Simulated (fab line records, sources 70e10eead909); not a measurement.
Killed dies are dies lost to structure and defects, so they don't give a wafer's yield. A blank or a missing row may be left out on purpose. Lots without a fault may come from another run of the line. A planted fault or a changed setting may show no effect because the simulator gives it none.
fab line records | flow nand_harc
record lots=7 wafers=21 last_day=23
route steps=1159 shown P_M0@262
lots that met no fault: from a run of the same line without faults
start_h: hours from the record's first day to the start of the lot's first wafer shown | wait_h: hours since the lot's step before | " the same as in the row above | L1.1+2: a row that stands for several wafers | - no value, or no start given | * or withheld: withheld | < > ~ a bound
route shown NAME@n: a module of which the file shows steps, and the number in the route of the first | usual: mean/standard deviation of fault-free wafers | same: alike in all rows | chamber/n: place in a boat | sites: the reading at each site | _std_site: their standard deviation | _edge_site: outer sites' mean less inner sites' | radius_mm: how far each site lies from the wafer's centre | mask NAME#n: copy n | behind: the tool/chamber that last shaped the wafer | hold: why the lot was held/for how many hours/how that ended | device: the transistor (n, p or np) that didn't switch | end of line: the same wafers' tests at the end of the route | a step without rows: its recipe alone | killed: dies lost to structure and defects at the first sort, not the wafer's yield | map: a wafer's dies, x killed, . not, _ none there
set.NAME: the setting as run; set.NAME@STEP: as run at that earlier step | model.NAME: the simulator's own value behind a step, which no gauge read
lots at some steps of the route; a table a step, a row a wafer
services: from which hour (start_h, from the record's first day; less than 0 if before it) a tool's chamber was out of use, for how many hours, and why
## steps
# step NHARC_P_M0_DEVELOP_08
# recipe develop_time_s=35 dev_temp_c=23
# step NHARC_P_M0_CD_MEAS_09
# recipe target_cd_nm=90 landing_energy_ev=500
# usual cd_nm=90.0/0.62
# columns lot.wafer tool chamber start_h wait_h cd_nm
L742.1 cd_sem-03 0 144.26 - 89.0
L742.2 " 0 " " 90.0
L742.4 " 0 " " 89.6
L750.2 cd_sem-02 0 192.95 - 89.6
L750.3 " 0 " " 89.7
L750.4 " 0 " " 89.5
L751.1 cd_sem-03 0 193.75 - 90.1
L751.4 " 0 " " 89.6
L751.6 " 0 " " 89.6
L754.1 cd_sem-03 0 209.51 - 90.0
L754.4 " 0 " " 90.5
L754.6 " 0 " " 89.8
L753.1 cd_sem-03 0 210.03 - 88.3
L753.3 " 0 " " 89.4
L753.6 " 0 " " 89.5
L756.2 cd_sem-01 0 216.00 - 91.1
L756.3 " 0 " " 90.6
L756.4 " 0 " " 91.2
L755.2 cd_sem-03 0 216.94 - 90.1
L755.4 " 0 " " 90.9
L755.6 " 0 " " 90.2
# step NHARC_P_M0_OVL_MEAS_10
# recipe pitch_nm=180
# usual overlay_x_nm=-0.1/0.79 overlay_y_nm=0.0/0.7
# columns lot.wafer tool chamber start_h wait_h overlay_x_nm overlay_y_nm
L742.1 overlay-02 - 144.35 - 0.1 -1.0
L742.2 " - " " 0.1 -1.4
L742.4 " - " " 0.4 -1.1
L750.2 overlay-02 - 193.04 - -0.6 -0.9
L750.3 " - " " -0.3 -2.0
L750.4 " - " " -0.1 -1.5
L751.1 overlay-02 - 193.84 - 0.0 -0.5
L751.4 " - " " 0.3 1.0
L751.6 " - " " 0.3 -0.1
L754.1 overlay-02 - 209.60 - -0.6 0.6
L754.4 " - " " -0.2 0.1
L754.6 " - " " 0.1 0.4
L753.1 overlay-01 - 210.12 - -0.8 0.2
L753.3 " - " " -0.7 0.3
L753.6 " - " " -0.7 0.3
L756.2 overlay-01 - 216.09 - -0.6 -0.5
L756.3 " - " " -0.6 -0.6
L756.4 " - " " 0.3 -0.1
L755.2 overlay-01 - 217.03 - -0.9 0.6
L755.4 " - " " -1.3 0.5
L755.6 " - " " -0.6 0.5
# step NHARC_P_M0_INSPECT_11
# usual raw_defect_count=4.2/2.6
# columns lot.wafer tool chamber start_h wait_h raw_defect_count
L742.1 defect_inspect-02 - 144.39 0.0 2
L742.2 " - " " 1
L742.4 " - " " 3
L750.2 defect_inspect-02 - 193.07 0.0 3
L750.3 " - " " 1
L750.4 " - " " 3
L751.1 defect_inspect-01 - 193.88 0.0 7
L751.4 " - " " 8
L751.6 " - " " 8
L754.1 defect_inspect-02 - 209.63 0.0 3
L754.4 " - " " 3
L754.6 " - " " 6
L753.1 defect_inspect-01 - 210.16 0.0 3
L753.3 " - " " 0
L753.6 " - " " 5
L756.2 defect_inspect-01 - 216.12 0.0 2
L756.3 " - " " 6
L756.4 " - " " 3
L755.2 defect_inspect-02 - 217.06 0.0 3
L755.4 " - " " 3
L755.6 " - " " 7
# step NHARC_P_M0_DESCUM_14
# recipe time_s=3 o2_flow_sccm=200 ar_flow_sccm=0 bias_power_w=0 chemistry=O2
# step NHARC_P_M0_ETCH_34
# recipe target_depth_a=400 overetch_a=120 time_s=43.94 ion_energy_ev=200 n2_flow_sccm=150 h2_flow_sccm=150 ar_flow_sccm=0 rf_w=400 bias_w=150 chemistry=N2/H2
# step NHARC_P_M0_ETCH_15
# recipe target_depth_a=1500 overetch_a=150 time_s=82.5 c4f8_flow_sccm=withheld ar_flow_sccm=400 rf_w=600 bias_w=300 chemistry=C4F8/Ar
# usual oes_product_au=0.950/0.023 rf_vpp_V=441.6/2.5
# columns lot.wafer tool chamber start_h wait_h oes_product_au rf_hours_counter_h rf_vpp_V
L742.1 rie_diel-02 1 - - 0.972 12 437.5
L742.4 " 2 " " 0.983 12 442.4
L742.2 " 3 " " 0.979 12 438.6
L750.3 rie_diel-06 1 - - 0.920 8 443.1
L750.2 " 2 " " 0.963 8 445.4
L750.4 " 0 " " 0.911 8 442.5
L751.1 rie_diel-02 2 - - 0.970 2 442.1
L751.4 " 0 " " 0.955 2 439.0
L751.6 " 1 " " 0.954 - 438.1
L754.1 rie_diel-06 2 - - 0.928 10 445.2
L754.4 " 3 " " 0.926 10 444.1
L754.6 " 0 " " 0.912 - 443.1
L753.3 rie_diel-06 2 - - 0.921 10 444.7
L753.1 " 0 " " 0.910 9 442.5
L753.6 " 3 " " 0.910 - 440.6
L756.4 rie_diel-02 2 - - 0.971 4 441.7
L756.2 " 3 " " 0.981 4 440.2
L756.3 " 1 " " 0.970 4 438.8
L755.4 rie_diel-06 0 - - 0.928 10 442.5
L755.2 " 3 " " 0.928 10 441.9
L755.6 " 0 " " 0.921 - 443.0
# step NHARC_P_M0_CD_MEAS_16
# usual cd_nm=90.0/0.83
# columns lot.wafer tool chamber start_h wait_h cd_nm
L742.1 cd_sem-03 - 144.75 - 89.7
L742.2 " - " " 91.3
L742.4 " - " " 89.8
L750.2 cd_sem-02 - 193.44 - 89.3
L750.3 " - " " 89.3
L750.4 " - " " 89.3
L751.1 cd_sem-02 - 194.25 - 89.8
L751.4 " - " " 88.7
L751.6 " - " " 89.6
L754.1 cd_sem-01 - 209.99 - 90.0
L754.4 " - " " 90.5
L754.6 " - " " 89.9
L753.1 cd_sem-01 - 210.52 - 88.6
L753.3 " - " " 89.5
L753.6 " - " " 90.0
L756.2 cd_sem-02 - 216.49 - 91.5
L756.3 " - " " 90.7
L756.4 " - " " 91.7
L755.2 cd_sem-02 - 217.44 - 89.5
L755.4 " - " " 90.4
L755.6 " - " " 88.7
# step NHARC_P_M0_STRIP_18
# recipe power_w=1000 n2_flow_sccm=150 h2_flow_sccm=150 ar_flow_sccm=0 bias_w=0 chemistry=N2/H2
# usual drypump_motor_current_A=5.8/0.59 oes_product_au=0.998/0.0077 rf_vpp_V=90.9/0.97 showerhead_plenum_p_Torr=2.07/0.086 throttle_valve_pct=14.171/0.0091
# columns lot.wafer tool chamber start_h wait_h drypump_motor_current_A oes_product_au rf_hours_counter_h rf_vpp_V showerhead_plenum_p_Torr throttle_valve_pct
L742.4 rie_diel-13 2 144.83 0.1 5.2 0.996 2.3 91.1 2.14 14.155
L742.2 " 0 " " 4.8 0.991 3.2 90.9 1.97 14.181
L742.1 " 1 " " 6.8 1.010 3.0 92.9 2.12 14.179
L750.3 rie_diel-13 3 193.51 0.1 6.5 0.995 5.3 90.8 2.12 14.169
L750.2 " 1 " " 6.8 0.997 5.5 91.8 2.12 14.163
L750.4 " 2 " " 5.2 1.001 5.2 91.4 2.14 14.160
L751.1 rie_diel-06 3 194.35 0.1 5.0 0.994 8.2 89.8 2.07 14.182
L751.4 " 0 " " 5.9 0.981 7.9 89.2 2.12 14.180
L751.6 " 3 " " 5.0 0.987 - 90.2 2.07 14.180
L754.4 rie_diel-13 3 210.07 0.1 6.5 0.995 6.6 91.2 2.12 14.177
L754.1 " 2 " " 5.2 0.988 6.0 91.4 2.14 14.175
L754.6 " 3 " " 6.5 0.993 - 90.5 2.12 14.173
L753.1 rie_diel-02 3 210.65 0.1 5.5 0.991 3.7 91.0 1.99 14.182
L753.3 " 0 " " 5.5 1.000 3.9 89.9 1.92 14.180
L753.6 " 2 " " 6.1 0.997 - 90.4 2.07 14.177
L756.4 rie_diel-13 2 216.58 0.1 5.2 0.985 7.1 90.5 2.14 14.152
L756.3 " 3 " " 6.5 0.994 7.5 90.6 2.12 14.145
L756.2 " 0 " " 4.8 0.989 8.0 90.2 1.96 14.167
L755.2 rie_diel-13 3 217.56 0.1 6.5 0.994 7.5 90.3 2.12 14.173
L755.4 " 0 " " 4.8 0.989 8.0 90.2 1.96 14.168
L755.6 " 2 " " 5.2 0.990 - 90.9 2.14 14.155
# step NHARC_P_M0_STRIP_19
# recipe time_s=600 temp_c=30 chemistry=post_etch_residue_remover
# step NHARC_P_M0_DEGAS_28
# recipe temp_c=250 time_s=60
# usual heater_power_w=338/36
# columns lot.wafer tool chamber start_h wait_h heater_power_w
L742.4 pvd_sputter-03 - 145.37 - 316
L742.1 " - " " 410
L742.2 " - " " 367
L750.4 pvd_sputter-01 - 194.06 - 325
L750.2 " - " " 312
L750.3 " - " " 301
L751.1 pvd_sputter-01 - 194.89 - 314
L751.4 " - " " 304
L751.6 " - " " 311
L754.4 pvd_sputter-03 - 210.62 - 327
L754.1 " - " " 413
L754.6 " - " " 314
L753.3 pvd_sputter-01 - 211.14 - 309
L753.1 " - " " 320
L753.6 " - " " 314
L756.3 pvd_sputter-03 - 217.11 - 411
L756.2 " - " " 362
L756.4 " - " " 320
L755.2 pvd_sputter-03 - 218.06 - 410
L755.4 " - " " 307
L755.6 " - " " 410
# step NHARC_P_M0_PRE_CLEAN_29
# recipe time_s=30 temp_c=280 gas=H2/He
# usual heater_power_w=416/46
# columns lot.wafer tool chamber start_h wait_h heater_power_w
L742.4 pvd_sputter-03 - - - 389
L742.2 " - " " 377
L742.1 " - " " 501
L750.4 pvd_sputter-01 - - - 375
L750.2 " - " " 389
L750.3 " - " " 386
L751.4 pvd_sputter-01 - - - 387
L751.1 " - " " 376
L751.6 " - " " 387
L754.4 pvd_sputter-03 - - - 381
L754.1 " - " " 380
L754.6 " - " " 509
L753.1 pvd_sputter-01 - - - 384
L753.3 " - " " 382
L753.6 " - " " 386
L756.4 pvd_sputter-03 - - - 388
L756.3 " - " " 439
L756.2 " - " " 389
L755.2 pvd_sputter-03 - - - 500
L755.4 " - " " 448
L755.6 " - " " 378
# step NHARC_P_M0_PVD_20
# recipe target_thk_a=50 bias_v=168.6 power_w=15000 chamber_pressure_pa=0.12 time_s=8.06 substrate_temp_c=50 material=TaN
# usual bias_v=168.4/1.7 cathode_dc_power_W=15000/2.8 throttle_valve_pct=29.8/0.84
# columns lot.wafer tool chamber start_h wait_h bias_v cathode_dc_power_W throttle_valve_pct
L742.4 pvd_sputter-03 - 145.65 - 169.6 14998 29.2
L742.1 " - " " 167.6 15003 28.9
L742.2 " - " " 171.5 15001 30.4
L750.2 pvd_sputter-01 - 194.18 - 167.3 14999 30.1
L750.4 " - " " 169.6 15002 30.7
L750.3 " - " " 169.1 15004 29.4
L751.4 pvd_sputter-01 - 195.02 - 166.6 14996 30.7
L751.1 " - " " 168.1 15000 29.4
L751.6 " - " " 165.8 15003 29.9
L754.4 pvd_sputter-03 - 210.74 - - - -
L754.1 " - " " - - -
L754.6 " - " " - - -
L753.1 pvd_sputter-01 - 211.25 - - - -
L753.3 " - " " - - -
L753.6 " - " " - - -
L756.3 pvd_sputter-03 - 217.21 - - - -
L756.2 " - " " - - -
L756.4 " - " " - - -
L755.4 pvd_sputter-03 - 218.16 - 168.8 14998 30.5
L755.2 " - " " 167.6 15001 28.8
L755.6 " - " " 168.9 15002 30.2
# step NHARC_P_M0_PVD_21
# recipe target_thk_a=300 chamber_pressure_pa=5 power_w=5000 substrate_temp_c=30 time_s=20.49 material=Cu
# usual cathode_dc_power_W=4999.9/0.87 chamber_pressure_pa=4.999/0.011 throttle_valve_pct=29.8/0.82
# columns lot.wafer tool chamber start_h wait_h cathode_dc_power_W chamber_pressure_pa throttle_valve_pct
L742.2 pvd_sputter-03 - - - 4999.3 5.008 29.1
L742.4 " - " " 4999.5 5.009 29.0
L742.1 " - " " 5001.7 4.996 29.9
L750.4 pvd_sputter-01 - - - 4999.8 4.995 30.2
L750.3 " - " " 5001.5 4.993 30.9
L750.2 " - " " 5000.2 4.998 29.4
L751.4 pvd_sputter-01 - - - 5000.2 5.011 29.3
L751.1 " - " " 4998.6 4.989 28.0
L751.6 " - " " 5000.6 5.004 30.6
L754.1 pvd_sputter-03 - - - 5001.0 4.994 29.3
L754.4 " - " " 5000.7 5.009 30.0
L754.6 " - " " 5000.7 5.016 29.5
L753.3 pvd_sputter-01 - - - 5001.2 5.018 30.7
L753.1 " - " " 4999.7 5.014 28.2
L753.6 " - " " 5001.1 5.002 30.8
L756.3 pvd_sputter-03 - - - 4999.8 4.994 29.0
L756.4 " - " " 4998.3 4.992 30.3
L756.2 " - " " 4999.9 5.003 30.0
L755.2 pvd_sputter-03 - - - 4999.5 5.011 29.0
L755.4 " - " " 4999.7 5.007 30.5
L755.6 " - " " 4999.7 4.994 30.3
## services
# columns tool chamber start_h hours kind
rie_diel-06 0 122.21 - clean
rie_diel-06 1 122.21 - clean
rie_diel-06 2 122.21 - clean
rie_diel-06 3 122.21 - clean
rie_diel-13 0 132.50 - clean
rie_diel-13 1 132.50 - clean
rie_diel-13 2 132.50 - clean
rie_diel-13 3 132.50 - clean
rie_diel-06 3 140.28 4.9 repair
rie_diel-06 0 146.71 - clean
rie_diel-06 1 146.71 - clean
rie_diel-06 2 146.71 - clean
rie_diel-06 3 146.71 - clean
rie_diel-02 - 150.70 9.0 pm
rie_diel-13 0 157.00 - clean
rie_diel-13 1 157.00 - clean
rie_diel-13 2 157.00 - clean
rie_diel-13 3 157.00 - clean
pvd_sputter-01 - 158.00 10.0 pm
rie_diel-06 0 171.21 - clean
rie_diel-06 1 171.21 - clean
rie_diel-02 - 172.14 0.6 repair
rie_diel-13 2 194.24 4.3 repair
pvd_sputter-03 - 202.88 5.0 repair
## key
first_sign step=NHARC_P_M0_PVD_20 reading=tool_record direction=missing
effect none on later readings
met_at NHARC_P_M0_PVD_20
struck_wafers L753.1,L753.3,L753.6,L754.1,L754.4,L754.6,L756.2,L756.3,L756.4
later_rows_left_out L753.1,L753.3,L753.6,L754.1,L754.4,L754.6,L756.2,L756.3,L756.4
sort_left_out L753.1,L753.3,L753.6,L754.1,L754.4,L754.6,L756.2,L756.3,L756.4
onset_between 195.02 210.74
fault kind=skipped_step_whole tool=pvd_sputter-01,pvd_sputter-03 chamber=- onset_h=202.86 steps=NHARC_P_M0_PVD_20 scope=struck_lots_only
# sort_left_out: the simulated sort isn't trusted on such a fault, so these wafers' sort isn't shown, and their yield isn't known
# later_rows_left_out: the simulator's readings of these wafers behind a module that went badly wrong aren't trusted and aren't shown, but for the sort
